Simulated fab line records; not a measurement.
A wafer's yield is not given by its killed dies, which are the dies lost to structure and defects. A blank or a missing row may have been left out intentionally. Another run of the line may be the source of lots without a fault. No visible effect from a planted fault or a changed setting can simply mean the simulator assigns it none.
fab line records :: flow n5_finfet :: part 2 of 2: steps 15 to 23 of 23
[record]
  lots = 5
  wafers = 15
  last_day = 17
route steps=1938 shown GATE_CUT@492
lots with no fault: from the same line, run without faults
start_h: hours from the record's opening day to when the first of the lot's shown wafers began :: wait_h: how many hours have passed since the lot's step before this one :: " same as the row above :: L1.1+2: a row that stands for several wafers :: - no value, or no start was given :: * or withheld: withheld :: < > ~ a bound
route shown NAME@n: NAME is a module with steps in the file, n the number in the route of the first one :: usual: mean/standard deviation of fault-free wafers :: same: alike in all rows :: chamber/n: place in a boat :: sites: the reading at each site :: _std_site: standard deviation of those values :: _edge_site: mean of outer sites minus mean of inner sites :: radius_mm: how far each site lies from the wafer's centre :: mask NAME#n: copy n :: behind: tool/chamber where the wafer was last shaped :: hold: the reason the lot was held/the length of the hold in hours/how it ended :: device: whichever transistor did not switch (one of n, p or np) :: end of line: at the end of the route, the tests of the same wafers :: a step with no rows: only its recipe :: killed: at the first sort, the dies lost to defects and structure; wafer yield is something else :: map: dies across one wafer; x = killed, . = not, _ = none there
set.NAME: the setting that was run; set.NAME@STEP: the one run at that earlier step :: model.NAME: the simulator's own value behind a step, which no gauge read
lots seen at some steps along the route; tables by step, rows by wafer
services: when a tool's chamber went out of use (start_h, in hours from the record's first day, below 0 if earlier), for how many hours, and the reason
[[steps]]
[step N5_GATE_CUT_VAPOR_ETCH_51]
[recipe]
  chemistry = BCl3/Cl2
  target = HfO2
  mode = isotropic
[usual]
  drypump_motor_current_A = 5.7/0.45
  oes_product_au = 0.77/0.087
lot.wafer: L083.1
tool: rie_metal-01
chamber: 1
start_h: 136.23
wait_h: 0.0
drypump_motor_current_A: 4.9
oes_product_au: 0.82

lot.wafer: L083.3
tool: rie_metal-01
chamber: 0
start_h: 136.23
wait_h: 0.0
drypump_motor_current_A: 5.6
oes_product_au: 0.76

lot.wafer: L083.4
tool: rie_metal-01
chamber: 1
start_h: 136.23
wait_h: 0.0
drypump_motor_current_A: 4.9
oes_product_au: 0.82

lot.wafer: L085.2
tool: rie_metal-02
chamber: 0
start_h: 153.45
wait_h: 0.0
drypump_motor_current_A: 5.9
oes_product_au: 0.73

lot.wafer: L085.3
tool: rie_metal-02
chamber: 1
start_h: 153.45
wait_h: 0.0
drypump_motor_current_A: 6.3
oes_product_au: 0.80

lot.wafer: L085.6
tool: rie_metal-02
chamber: 0
start_h: 153.45
wait_h: 0.0
drypump_motor_current_A: 6.0
oes_product_au: 0.72

lot.wafer: L086.3
tool: rie_metal-03
chamber: 0
start_h: 160.75
wait_h: 0.0
drypump_motor_current_A: 5.8
oes_product_au: 0.89

lot.wafer: L086.4
tool: rie_metal-03
chamber: 1
start_h: 160.75
wait_h: 0.0
drypump_motor_current_A: 6.1
oes_product_au: 0.64

lot.wafer: L086.5
tool: rie_metal-03
chamber: 1
start_h: 160.75
wait_h: 0.0
drypump_motor_current_A: 6.1
oes_product_au: 0.64

lot.wafer: L088.1
tool: rie_metal-02
chamber: 0
start_h: 169.97
wait_h: 0.0
drypump_motor_current_A: 5.9
oes_product_au: 0.72

lot.wafer: L088.3
tool: rie_metal-02
chamber: 1
start_h: 169.97
wait_h: 0.0
drypump_motor_current_A: 6.3
oes_product_au: 0.81

lot.wafer: L088.4
tool: rie_metal-02
chamber: 0
start_h: 169.97
wait_h: 0.0
drypump_motor_current_A: 5.9
oes_product_au: 0.72

lot.wafer: L095.3
tool: rie_metal-03
chamber: 0
start_h: 211.69
wait_h: 0.0
drypump_motor_current_A: 5.8
oes_product_au: 0.86

lot.wafer: L095.4
tool: rie_metal-03
chamber: 1
start_h: 211.69
wait_h: 0.0
drypump_motor_current_A: 6.1
oes_product_au: 0.63

lot.wafer: L095.6
tool: rie_metal-03
chamber: 1
start_h: 211.69
wait_h: 0.0
drypump_motor_current_A: 6.1
oes_product_au: 0.62
[step N5_GATE_CUT_STRIP_21]
[recipe]
  chemistry = N2/H2
  time_s = 30
  power_w = 1000
  temp_c = 250
  pressure_mtorr = withheld
  n2_flow_sccm = 1750
  h2_flow_sccm = 3250
[usual]
  drypump_motor_current_A = 5.9/0.83
  heater_power_w = 326/12
  temp_c = 250.01/0.17
lot.wafer: L083.1
tool: plasma_asher-01
chamber: 1
start_h: 136.29
wait_h: 0.0
drypump_motor_current_A: 6.5
heater_power_w: 314
rf_hours_counter_h: 94
temp_c: 249.63

lot.wafer: L083.3
tool: plasma_asher-01
chamber: 0
start_h: 136.29
wait_h: 0.0
drypump_motor_current_A: 5.4
heater_power_w: 347
rf_hours_counter_h: -
temp_c: 249.90

lot.wafer: L083.4
tool: plasma_asher-01
chamber: 1
start_h: 136.29
wait_h: 0.0
drypump_motor_current_A: 6.5
heater_power_w: 327
rf_hours_counter_h: -
temp_c: 250.00

lot.wafer: L085.2
tool: plasma_asher-02
chamber: 1
start_h: 153.50
wait_h: 0.0
drypump_motor_current_A: 4.8
heater_power_w: 312
rf_hours_counter_h: 55
temp_c: 250.07

lot.wafer: L085.3
tool: plasma_asher-02
chamber: 1
start_h: 153.50
wait_h: 0.0
drypump_motor_current_A: 4.8
heater_power_w: 306
rf_hours_counter_h: -
temp_c: 250.13

lot.wafer: L085.6
tool: plasma_asher-02
chamber: 1
start_h: 153.50
wait_h: 0.0
drypump_motor_current_A: 4.8
heater_power_w: 313
rf_hours_counter_h: -
temp_c: 250.00

lot.wafer: L086.3
tool: plasma_asher-01
chamber: 1
start_h: 160.81
wait_h: 0.1
drypump_motor_current_A: 6.6
heater_power_w: 323
rf_hours_counter_h: -
temp_c: 249.90

lot.wafer: L086.4
tool: plasma_asher-01
chamber: 0
start_h: 160.81
wait_h: 0.1
drypump_motor_current_A: 5.3
heater_power_w: 341
rf_hours_counter_h: -
temp_c: 250.18

lot.wafer: L086.5
tool: plasma_asher-01
chamber: 1
start_h: 160.81
wait_h: 0.1
drypump_motor_current_A: 6.6
heater_power_w: 324
rf_hours_counter_h: -
temp_c: 249.96

lot.wafer: L088.1
tool: plasma_asher-01
chamber: 1
start_h: 170.02
wait_h: 0.0
drypump_motor_current_A: 6.6
heater_power_w: 320
rf_hours_counter_h: 100
temp_c: 249.97

lot.wafer: L088.3
tool: plasma_asher-01
chamber: 0
start_h: 170.02
wait_h: 0.0
drypump_motor_current_A: 5.3
heater_power_w: 347
rf_hours_counter_h: -
temp_c: 249.67

lot.wafer: L088.4
tool: plasma_asher-01
chamber: 1
start_h: 170.02
wait_h: 0.0
drypump_motor_current_A: 6.5
heater_power_w: 324
rf_hours_counter_h: -
temp_c: 249.96

lot.wafer: L095.3
tool: plasma_asher-02
chamber: 1
start_h: 211.76
wait_h: 0.1
drypump_motor_current_A: 4.8
heater_power_w: 318
rf_hours_counter_h: -
temp_c: 249.85

lot.wafer: L095.4
tool: plasma_asher-02
chamber: 0
start_h: 211.76
wait_h: 0.1
drypump_motor_current_A: 6.8
heater_power_w: 330
rf_hours_counter_h: -
temp_c: 250.19

lot.wafer: L095.6
tool: plasma_asher-02
chamber: 1
start_h: 211.76
wait_h: 0.1
drypump_motor_current_A: 4.8
heater_power_w: 314
rf_hours_counter_h: -
temp_c: 250.00
[step N5_GATE_CUT_STRIP_29]
[recipe]
  chemistry = post_etch_residue_remover
  time_s = 60
  temp_c = 25
  remover_ph = withheld
  remover_water_wt_pct = withheld
  remover_fluoride_wt_pct = withheld
[usual]
  temp_c = 25.00/0.11
lot.wafer: L083.1
tool: wet_bench-05
chamber: 5
start_h: 136.38
wait_h: 0.1
temp_c: 25.04

lot.wafer: L083.3
tool: wet_bench-05
chamber: 7
start_h: 136.38
wait_h: 0.1
temp_c: 25.12

lot.wafer: L083.4
tool: wet_bench-05
chamber: 4
start_h: 136.38
wait_h: 0.1
temp_c: 24.93

lot.wafer: L085.2
tool: wet_bench-06
chamber: 2
start_h: 153.59
wait_h: 0.1
temp_c: 25.15

lot.wafer: L085.3
tool: wet_bench-06
chamber: 7
start_h: 153.59
wait_h: 0.1
temp_c: 24.89

lot.wafer: L085.6
tool: wet_bench-06
chamber: 3
start_h: 153.59
wait_h: 0.1
temp_c: 25.12

lot.wafer: L086.3
tool: wet_bench-01
chamber: 6
start_h: 160.88
wait_h: 0.0
temp_c: 24.85

lot.wafer: L086.4
tool: wet_bench-01
chamber: 5
start_h: 160.88
wait_h: 0.0
temp_c: 25.15

lot.wafer: L086.5
tool: wet_bench-01
chamber: 7
start_h: 160.88
wait_h: 0.0
temp_c: 25.12

lot.wafer: L088.1
tool: wet_bench-05
chamber: 0
start_h: 170.11
wait_h: 0.1
temp_c: 25.02

lot.wafer: L088.3
tool: wet_bench-05
chamber: 7
start_h: 170.11
wait_h: 0.1
temp_c: 25.20

lot.wafer: L088.4
tool: wet_bench-05
chamber: 6
start_h: 170.11
wait_h: 0.1
temp_c: 25.26

lot.wafer: L095.3
tool: wet_bench-06
chamber: 3
start_h: 211.82
wait_h: 0.0
temp_c: 24.95

lot.wafer: L095.4
tool: wet_bench-06
chamber: 0
start_h: 211.82
wait_h: 0.0
temp_c: 24.96

lot.wafer: L095.6
tool: wet_bench-06
chamber: 1
start_h: 211.82
wait_h: 0.0
temp_c: 24.97
[step N5_GATE_CUT_SRD_52]
[recipe]
  dry = ipa_marangoni
  time_s = 30
  temp_c = 23
  rinse_liquid = diw
[usual]
  temp_c = 23.02/0.11
lot.wafer: L083.1
tool: wet_bench-05
chamber: 5
start_h: 136.40
wait_h: 0.0
temp_c: 23.04

lot.wafer: L083.3
tool: wet_bench-05
chamber: 7
start_h: 136.40
wait_h: 0.0
temp_c: 22.93

lot.wafer: L083.4
tool: wet_bench-05
chamber: 4
start_h: 136.40
wait_h: 0.0
temp_c: 23.03

lot.wafer: L085.2
tool: wet_bench-06
chamber: 2
start_h: 153.61
wait_h: 0.0
temp_c: 23.02

lot.wafer: L085.3
tool: wet_bench-06
chamber: 7
start_h: 153.61
wait_h: 0.0
temp_c: 23.21

lot.wafer: L085.6
tool: wet_bench-06
chamber: 3
start_h: 153.61
wait_h: 0.0
temp_c: 23.02

lot.wafer: L086.3
tool: wet_bench-01
chamber: 6
start_h: 160.92
wait_h: 0.0
temp_c: 22.99

lot.wafer: L086.4
tool: wet_bench-01
chamber: 5
start_h: 160.92
wait_h: 0.0
temp_c: 22.98

lot.wafer: L086.5
tool: wet_bench-01
chamber: 7
start_h: 160.92
wait_h: 0.0
temp_c: 22.92

lot.wafer: L088.1
tool: wet_bench-05
chamber: 0
start_h: 170.13
wait_h: 0.0
temp_c: 23.13

lot.wafer: L088.3
tool: wet_bench-05
chamber: 7
start_h: 170.13
wait_h: 0.0
temp_c: 23.24

lot.wafer: L088.4
tool: wet_bench-05
chamber: 6
start_h: 170.13
wait_h: 0.0
temp_c: 22.91

lot.wafer: L095.3
tool: wet_bench-06
chamber: 3
start_h: 211.84
wait_h: 0.0
temp_c: 23.03

lot.wafer: L095.4
tool: wet_bench-06
chamber: 0
start_h: 211.84
wait_h: 0.0
temp_c: 23.10

lot.wafer: L095.6
tool: wet_bench-06
chamber: 1
start_h: 211.84
wait_h: 0.0
temp_c: 23.08
[step N5_GATE_CUT_ALD_22]
[recipe]
  material = SiNx
  target_thk_a = 160
  temp_c = 400
  ald_precursor_family = SiH2I2
  ald_co_reactant = N2/H2-plasma
  pulse_time_s = 1
  ald_cycles = 320
  purge_time_s = 2
  co_reactant_purge_time_s = 2
  pressure_torr = 2
[usual]
  heater_power_w = 883/88
  precursor_pulse_height_rel = 1.000/0.018
lot.wafer: L083.1
tool: ald_sin-03
chamber: 2
start_h: 136.45
wait_h: 0.0
heater_power_w: 861
precursor_pulse_height_rel: 1.038

lot.wafer: L083.3
tool: ald_sin-03
chamber: 3
start_h: 136.45
wait_h: 0.0
heater_power_w: 808
precursor_pulse_height_rel: 0.974

lot.wafer: L083.4
tool: ald_sin-03
chamber: 0
start_h: 136.45
wait_h: 0.0
heater_power_w: 870
precursor_pulse_height_rel: 1.029

lot.wafer: L085.2
tool: ald_sin-04
chamber: 0
start_h: 153.66
wait_h: 0.0
heater_power_w: 1053
precursor_pulse_height_rel: 1.005

lot.wafer: L085.3
tool: ald_sin-04
chamber: 1
start_h: 153.66
wait_h: 0.0
heater_power_w: 774
precursor_pulse_height_rel: 1.033

lot.wafer: L085.6
tool: ald_sin-04
chamber: 1
start_h: 153.66
wait_h: 0.0
heater_power_w: 795
precursor_pulse_height_rel: 1.010

lot.wafer: L086.3
tool: ald_sin-03
chamber: 2
start_h: 160.98
wait_h: 0.0
heater_power_w: 854
precursor_pulse_height_rel: 1.007

lot.wafer: L086.4
tool: ald_sin-03
chamber: 1
start_h: 160.98
wait_h: 0.0
heater_power_w: 824
precursor_pulse_height_rel: 0.991

lot.wafer: L086.5
tool: ald_sin-03
chamber: 1
start_h: 160.98
wait_h: 0.0
heater_power_w: 813
precursor_pulse_height_rel: 0.987

lot.wafer: L088.1
tool: ald_sin-04
chamber: 3
start_h: 170.18
wait_h: 0.0
heater_power_w: 959
precursor_pulse_height_rel: 1.037

lot.wafer: L088.3
tool: ald_sin-04
chamber: 2
start_h: 170.18
wait_h: 0.0
heater_power_w: 935
precursor_pulse_height_rel: 0.993

lot.wafer: L088.4
tool: ald_sin-04
chamber: 0
start_h: 170.18
wait_h: 0.0
heater_power_w: 1031
precursor_pulse_height_rel: 0.977

lot.wafer: L095.3
tool: ald_sin-01
chamber: 2
start_h: 211.89
wait_h: 0.0
heater_power_w: 774
precursor_pulse_height_rel: 1.031

lot.wafer: L095.4
tool: ald_sin-01
chamber: 2
start_h: 211.89
wait_h: 0.0
heater_power_w: 759
precursor_pulse_height_rel: 0.991

lot.wafer: L095.6
tool: ald_sin-01
chamber: 0
start_h: 211.89
wait_h: 0.0
heater_power_w: 1105
precursor_pulse_height_rel: 0.991
[step N5_GATE_CUT_CMP_23]
[recipe]
  stop_on = SiO2
  t_overpolish_s = 23.4
  post_cmp_clean = alkaline_brush
  down_force_psi = 2.5
  platen_rpm = 51.8
  pad_velocity_m_s = 1.0307
  target_thk_nm = 16
[usual]
  motor_current_A = 9.2/1
  overpolish_run_s = 23.400/0.0088
  retaining_ring_pressure_frac = 1.000/0.0049
  time_to_endpoint_s = 17/3.4
[same]
  t_overpolish_s = 23.4
lot.wafer: L083.1
tool: cmp-02
chamber: 1
start_h: 137.97
wait_h: 0.8
motor_current_A: 9.0
overpolish_run_s: 23.400
retaining_ring_pressure_frac: 0.999
time_to_endpoint_s: 19

lot.wafer: L083.3
tool: cmp-02
chamber: 2
start_h: 137.97
wait_h: 0.8
motor_current_A: 10.6
overpolish_run_s: 23.400
retaining_ring_pressure_frac: 1.004
time_to_endpoint_s: 14

lot.wafer: L083.4
tool: cmp-02
chamber: 3
start_h: 137.97
wait_h: 0.8
motor_current_A: 7.8
overpolish_run_s: 23.405
retaining_ring_pressure_frac: 0.995
time_to_endpoint_s: 17

lot.wafer: L085.2
tool: cmp-04
chamber: 1
start_h: 155.18
wait_h: 0.8
motor_current_A: 8.1
overpolish_run_s: 23.393
retaining_ring_pressure_frac: 0.992
time_to_endpoint_s: 14

lot.wafer: L085.3
tool: cmp-04
chamber: 3
start_h: 155.18
wait_h: 0.8
motor_current_A: 10.1
overpolish_run_s: 23.409
retaining_ring_pressure_frac: 1.010
time_to_endpoint_s: 17

lot.wafer: L085.6
tool: cmp-04
chamber: 1
start_h: 155.18
wait_h: 0.8
motor_current_A: 8.1
overpolish_run_s: 23.400
retaining_ring_pressure_frac: 0.994
time_to_endpoint_s: 16

lot.wafer: L086.3
tool: cmp-02
chamber: 1
start_h: 162.51
wait_h: 0.8
motor_current_A: 9.2
overpolish_run_s: 23.392
retaining_ring_pressure_frac: 0.997
time_to_endpoint_s: 16

lot.wafer: L086.4
tool: cmp-02
chamber: 2
start_h: 162.51
wait_h: 0.8
motor_current_A: 10.6
overpolish_run_s: 23.402
retaining_ring_pressure_frac: 0.997
time_to_endpoint_s: 12

lot.wafer: L086.5
tool: cmp-02
chamber: 1
start_h: 162.51
wait_h: 0.8
motor_current_A: 9.4
overpolish_run_s: 23.405
retaining_ring_pressure_frac: 0.993
time_to_endpoint_s: 17

lot.wafer: L088.1
tool: cmp-04
chamber: 2
start_h: 171.67
wait_h: 0.8
motor_current_A: 9.5
overpolish_run_s: 23.414
retaining_ring_pressure_frac: 1.000
time_to_endpoint_s: 18

lot.wafer: L088.4
tool: cmp-04
chamber: 3
start_h: 171.67
wait_h: 0.8
motor_current_A: 10.1
overpolish_run_s: 23.380
retaining_ring_pressure_frac: 1.003
time_to_endpoint_s: 18

lot.wafer: L088.3
tool: cmp-04
chamber: 0
start_h: 171.67
wait_h: 0.8
motor_current_A: 8.3
overpolish_run_s: 23.413
retaining_ring_pressure_frac: 0.999
time_to_endpoint_s: 16

lot.wafer: L095.4
tool: cmp-02
chamber: 3
start_h: 213.38
wait_h: 0.0
motor_current_A: 7.2
overpolish_run_s: 23.402
retaining_ring_pressure_frac: 0.991
time_to_endpoint_s: 17

lot.wafer: L095.3
tool: cmp-02
chamber: 1
start_h: 213.38
wait_h: 0.0
motor_current_A: 9.4
overpolish_run_s: 23.400
retaining_ring_pressure_frac: 1.004
time_to_endpoint_s: 18

lot.wafer: L095.6
tool: cmp-02
chamber: 3
start_h: 213.38
wait_h: 0.0
motor_current_A: 7.8
overpolish_run_s: 23.385
retaining_ring_pressure_frac: 1.004
time_to_endpoint_s: 18
[step N5_GATE_CUT_THK_MEAS_24]
[recipe]
  reads = SiO2_of_GATE_CUT_HM_DEP_46+SiO2_flowable_of_ILD0_FCVD_FILL_01
[usual]
  GC_FILL_THK = 218.8/2.5
lot.wafer: L083.1
tool: film_metro-02
chamber: -
start_h: 138.27
wait_h: -
GC_FILL_THK[nm]: 218.7

lot.wafer: L083.3
tool: film_metro-02
chamber: -
start_h: 138.27
wait_h: -
GC_FILL_THK[nm]: 223.4

lot.wafer: L083.4
tool: film_metro-02
chamber: -
start_h: 138.27
wait_h: -
GC_FILL_THK[nm]: 218.9

lot.wafer: L085.2
tool: film_metro-02
chamber: -
start_h: 155.44
wait_h: -
GC_FILL_THK[nm]: 216.6

lot.wafer: L085.3
tool: film_metro-02
chamber: -
start_h: 155.44
wait_h: -
GC_FILL_THK[nm]: 219.1

lot.wafer: L085.6
tool: film_metro-02
chamber: -
start_h: 155.44
wait_h: -
GC_FILL_THK[nm]: 218.9

lot.wafer: L086.3
tool: film_metro-02
chamber: -
start_h: 162.77
wait_h: -
GC_FILL_THK[nm]: 225.4

lot.wafer: L086.4
tool: film_metro-02
chamber: -
start_h: 162.77
wait_h: -
GC_FILL_THK[nm]: 216.5

lot.wafer: L086.5
tool: film_metro-02
chamber: -
start_h: 162.77
wait_h: -
GC_FILL_THK[nm]: 226.2

lot.wafer: L088.1
tool: film_metro-02
chamber: -
start_h: 171.96
wait_h: -
GC_FILL_THK[nm]: 215.6

lot.wafer: L088.3
tool: film_metro-02
chamber: -
start_h: 171.96
wait_h: -
GC_FILL_THK[nm]: 215.4

lot.wafer: L088.4
tool: film_metro-02
chamber: -
start_h: 171.96
wait_h: -
GC_FILL_THK[nm]: 224.4

lot.wafer: L095.3
tool: film_metro-02
chamber: -
start_h: 213.68
wait_h: -
GC_FILL_THK[nm]: 215.5

lot.wafer: L095.4
tool: film_metro-02
chamber: -
start_h: 213.68
wait_h: -
GC_FILL_THK[nm]: 217.6

lot.wafer: L095.6
tool: film_metro-02
chamber: -
start_h: 213.68
wait_h: -
GC_FILL_THK[nm]: 218.9
[step N5_GATE_CUT_CMP_43]
[recipe]
  material = SiO2
  post_cmp_clean = rinse_only
[usual]
  motor_current_A = 12.6/1.4
  retaining_ring_pressure_frac = 1.000/0.0054
lot.wafer: L083.1
tool: cmp-04
chamber: 1
start_h: 138.30
wait_h: 0.0
motor_current_A: 10.6
retaining_ring_pressure_frac: 1.007

lot.wafer: L083.3
tool: cmp-04
chamber: 2
start_h: 138.30
wait_h: 0.0
motor_current_A: 12.3
retaining_ring_pressure_frac: 1.003

lot.wafer: L083.4
tool: cmp-04
chamber: 3
start_h: 138.30
wait_h: 0.0
motor_current_A: 13.7
retaining_ring_pressure_frac: 0.999

lot.wafer: L085.2
tool: cmp-03
chamber: 3
start_h: 155.47
wait_h: 0.0
motor_current_A: 13.2
retaining_ring_pressure_frac: 1.004

lot.wafer: L085.3
tool: cmp-03
chamber: 0
start_h: 155.47
wait_h: 0.0
motor_current_A: 14.2
retaining_ring_pressure_frac: 0.995

lot.wafer: L085.6
tool: cmp-03
chamber: 0
start_h: 155.47
wait_h: 0.0
motor_current_A: 15.5
retaining_ring_pressure_frac: 0.983

lot.wafer: L086.4
tool: cmp-04
chamber: 3
start_h: 162.96
wait_h: 0.2
motor_current_A: 14.0
retaining_ring_pressure_frac: 0.989

lot.wafer: L086.3
tool: cmp-04
chamber: 0
start_h: 162.96
wait_h: 0.2
motor_current_A: 11.4
retaining_ring_pressure_frac: 1.007

lot.wafer: L086.5
tool: cmp-04
chamber: 2
start_h: 162.96
wait_h: 0.2
motor_current_A: 11.6
retaining_ring_pressure_frac: 1.011

lot.wafer: L088.3
tool: cmp-04
chamber: 1
start_h: 171.99
wait_h: 0.0
motor_current_A: 10.6
retaining_ring_pressure_frac: 1.002

lot.wafer: L088.4
tool: cmp-04
chamber: 2
start_h: 171.99
wait_h: 0.0
motor_current_A: 12.2
retaining_ring_pressure_frac: 1.005

lot.wafer: L088.1
tool: cmp-04
chamber: 3
start_h: 171.99
wait_h: 0.0
motor_current_A: 13.2
retaining_ring_pressure_frac: 0.994

lot.wafer: L095.3
tool: cmp-03
chamber: 0
start_h: 213.70
wait_h: 0.0
motor_current_A: 14.5
retaining_ring_pressure_frac: 1.003

lot.wafer: L095.4
tool: cmp-03
chamber: 2
start_h: 213.70
wait_h: 0.0
motor_current_A: 13.5
retaining_ring_pressure_frac: 0.999

lot.wafer: L095.6
tool: cmp-03
chamber: 0
start_h: 213.70
wait_h: 0.0
motor_current_A: 14.0
retaining_ring_pressure_frac: 0.999
[step N5_GATE_CUT_CMP_61]
[recipe]
  stop_on = SiNx
  t_overpolish_s = 3
  post_cmp_clean = alkaline_brush
  down_force_psi = 4
  platen_rpm = 27.09
  pad_velocity_m_s = 0.539
[usual]
  motor_current_A = 12.5/1.4
  retaining_ring_pressure_frac = 1.000/0.0049
[same]
  t_overpolish_s = 3
lot.wafer: L083.1
tool: cmp-04
chamber: 1
start_h: 138.78
wait_h: 0.4
motor_current_A: 11.0
retaining_ring_pressure_frac: 1.003

lot.wafer: L083.3
tool: cmp-04
chamber: 2
start_h: 138.78
wait_h: 0.4
motor_current_A: 12.6
retaining_ring_pressure_frac: 0.985

lot.wafer: L083.4
tool: cmp-04
chamber: 3
start_h: 138.78
wait_h: 0.4
motor_current_A: 13.7
retaining_ring_pressure_frac: 0.994

lot.wafer: L085.2
tool: cmp-03
chamber: 3
start_h: 155.95
wait_h: 0.4
motor_current_A: 13.0
retaining_ring_pressure_frac: 1.006

lot.wafer: L085.3
tool: cmp-03
chamber: 0
start_h: 155.95
wait_h: 0.4
motor_current_A: 14.0
retaining_ring_pressure_frac: 1.004

lot.wafer: L085.6
tool: cmp-03
chamber: 0
start_h: 155.95
wait_h: 0.4
motor_current_A: 14.4
retaining_ring_pressure_frac: 0.997

lot.wafer: L086.4
tool: cmp-04
chamber: 3
start_h: 163.34
wait_h: 0.3
motor_current_A: 13.8
retaining_ring_pressure_frac: 1.004

lot.wafer: L086.3
tool: cmp-04
chamber: 0
start_h: 163.34
wait_h: 0.3
motor_current_A: 10.6
retaining_ring_pressure_frac: 0.995

lot.wafer: L086.5
tool: cmp-04
chamber: 2
start_h: 163.34
wait_h: 0.3
motor_current_A: 12.9
retaining_ring_pressure_frac: 1.008

lot.wafer: L088.3
tool: cmp-04
chamber: 1
start_h: 172.47
wait_h: 0.4
motor_current_A: 9.3
retaining_ring_pressure_frac: 1.001

lot.wafer: L088.4
tool: cmp-04
chamber: 2
start_h: 172.47
wait_h: 0.4
motor_current_A: 12.5
retaining_ring_pressure_frac: 0.995

lot.wafer: L088.1
tool: cmp-04
chamber: 3
start_h: 172.47
wait_h: 0.4
motor_current_A: 13.0
retaining_ring_pressure_frac: 1.005

lot.wafer: L095.3
tool: cmp-03
chamber: 0
start_h: 214.18
wait_h: 0.4
motor_current_A: 14.3
retaining_ring_pressure_frac: 0.994

lot.wafer: L095.4
tool: cmp-03
chamber: 2
start_h: 214.18
wait_h: 0.4
motor_current_A: 13.5
retaining_ring_pressure_frac: 1.003

lot.wafer: L095.6
tool: cmp-03
chamber: 0
start_h: 214.18
wait_h: 0.4
motor_current_A: 14.0
retaining_ring_pressure_frac: 0.996
[[services]]
tool: cmp-02
chamber: -
start_h: 118.29
hours: 2.6
kind: repair

tool: cmp-04
chamber: -
start_h: 128.38
hours: 4.0
kind: pm

tool: rie_diel-03
chamber: 2
start_h: 135.89
hours: -
kind: clean

tool: rie_diel-03
chamber: 2
start_h: 135.89
hours: -
kind: consumable_replace:focus_ring

tool: rie_diel-03
chamber: 2
start_h: 135.89
hours: 17.7
kind: scheduled_down

tool: rie_diel-03
chamber: 2
start_h: 135.89
hours: 17.7
kind: vent_cycle

tool: ald_sin-03
chamber: -
start_h: 141.99
hours: 6.1
kind: pm

tool: rie_diel-02
chamber: -
start_h: 142.37
hours: 0.3
kind: repair

tool: cmp-02
chamber: -
start_h: 144.83
hours: 5.2
kind: repair

tool: rie_diel-03
chamber: 0
start_h: 154.19
hours: -
kind: clean

tool: rie_diel-03
chamber: 0
start_h: 154.19
hours: -
kind: consumable_replace:focus_ring

tool: rie_diel-03
chamber: 0
start_h: 154.19
hours: 17.6
kind: scheduled_down

tool: rie_diel-03
chamber: 0
start_h: 154.19
hours: 17.6
kind: vent_cycle

tool: ald_sin-01
chamber: 3
start_h: 156.05
hours: 4.9
kind: repair

tool: ald_sin-03
chamber: 1
start_h: 165.87
hours: 3.7
kind: repair

tool: rie_metal-01
chamber: -
start_h: 168.05
hours: 2.8
kind: pm

tool: rie_diel-02
chamber: 2
start_h: 172.46
hours: -
kind: clean

tool: rie_diel-02
chamber: 2
start_h: 172.46
hours: -
kind: consumable_replace:focus_ring

tool: rie_diel-02
chamber: 2
start_h: 172.46
hours: 20.7
kind: scheduled_down

tool: ald_sin-04
chamber: -
start_h: 176.76
hours: 14.0
kind: pm

tool: cmp-04
chamber: -
start_h: 177.98
hours: 8.8
kind: pm

tool: cmp-03
chamber: -
start_h: 192.32
hours: 4.0
kind: pm

tool: plasma_asher-01
chamber: -
start_h: 195.21
hours: 4.3
kind: pm

tool: ald_sin-01
chamber: 1
start_h: 201.62
hours: 27.1
kind: repair
